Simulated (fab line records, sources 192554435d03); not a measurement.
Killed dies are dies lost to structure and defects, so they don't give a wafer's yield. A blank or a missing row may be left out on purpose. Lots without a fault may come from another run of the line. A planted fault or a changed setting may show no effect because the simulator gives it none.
Chamber matching | flow n5_finfet | N5_BEOL_M13_ILD_DEP_00 on pecvd-02: 3 sister chambers
The step deposits SiOC from DEMS/O2, target thk 837.92 nm, time 166.4 s. 14 wafers are shown with their chamber, then 7 later ones without.

WAFERS WITH THEIR CHAMBER
wafer  | chamber | showerhead_vpp_V (V) | throttle_valve_pct (%) | heater_power_w (W)
L074.4 | 2       | 1535                 | 11.3                   | 631
L074.5 | 1       | 1376                 | 11.5                   | 408
L074.6 | 0       | 1573                 | 12.3                   | 420
L077.1 | 0       | 1589                 | 12.1                   | 380
L077.2 | 1       | 1402                 | 11.4                   | 505
L077.6 | 0       | 1580                 | 12.3                   | 417
L079.1 | 2       | 1572                 | 11.4                   | 657
L079.2 | 0       | 1574                 | 12.2                   | 357
L079.5 | 2       | 1536                 | 11.5                   | 673
L080.1 | 2       | 1530                 | 11.4                   | 674
L080.5 | 0       | 1583                 | 12.4                   | 356
L080.6 | 1       | 1422                 | 11.4                   | 493
L084.1 | 2       | 1544                 | 11.5                   | 673
L084.2 | 1       | 1395                 | 11.4                   | 448

SIGNATURES (means of the wafers above)
reading            | chamber 0 | chamber 1 | chamber 2 | scatter within a chamber
showerhead_vpp_V   | 1579.80   | 1398.75   | 1543.40   | 14.7
throttle_valve_pct | 12.260    | 11.425    | 11.420    | 0.0892
heater_power_w     | 386.00    | 463.50    | 661.60    | 31.9
Rule: a wafer's distance from a chamber is the root of the sum, over the readings, of the square of ((its reading less the chamber's mean) divided by the reading's scatter). The wafer belongs to the nearest chamber; if the next one is less than 2 further off, it can't be placed. The scatter: the root of (the sum of the squares of (reading less its chamber's mean) over the shown wafers, divided by (wafers less chambers)).

WAFERS WITHOUT THEIR CHAMBER
wafer  | showerhead_vpp_V (V) | throttle_valve_pct (%) | heater_power_w (W)
L084.6 | 1385                 | 11.5                   | 486
L085.3 | 1587                 | 12.4                   | 445
L085.4 | 1604                 | 12.3                   | 353
L085.5 | 1552                 | 11.4                   | 679
L097.2 | 1394                 | 11.7                   | 443
L097.3 | 1585                 | 11.9                   | 396
L097.4 | 1557                 | 11.5                   | 551

WHICH CHAMBER EACH WENT THROUGH
wafer  | from the rows above | in truth
L084.6 | 1                   | 1
L085.3 | 0                   | 0
L085.4 | 0                   | 0
L085.5 | 2                   | 2
L097.2 | 1                   | 1
L097.3 | 0                   | 0
L097.4 | 2                   | 2
Placed correctly: 7 of 7. Can't be placed from these rows: 0. Placed wrongly: 0.
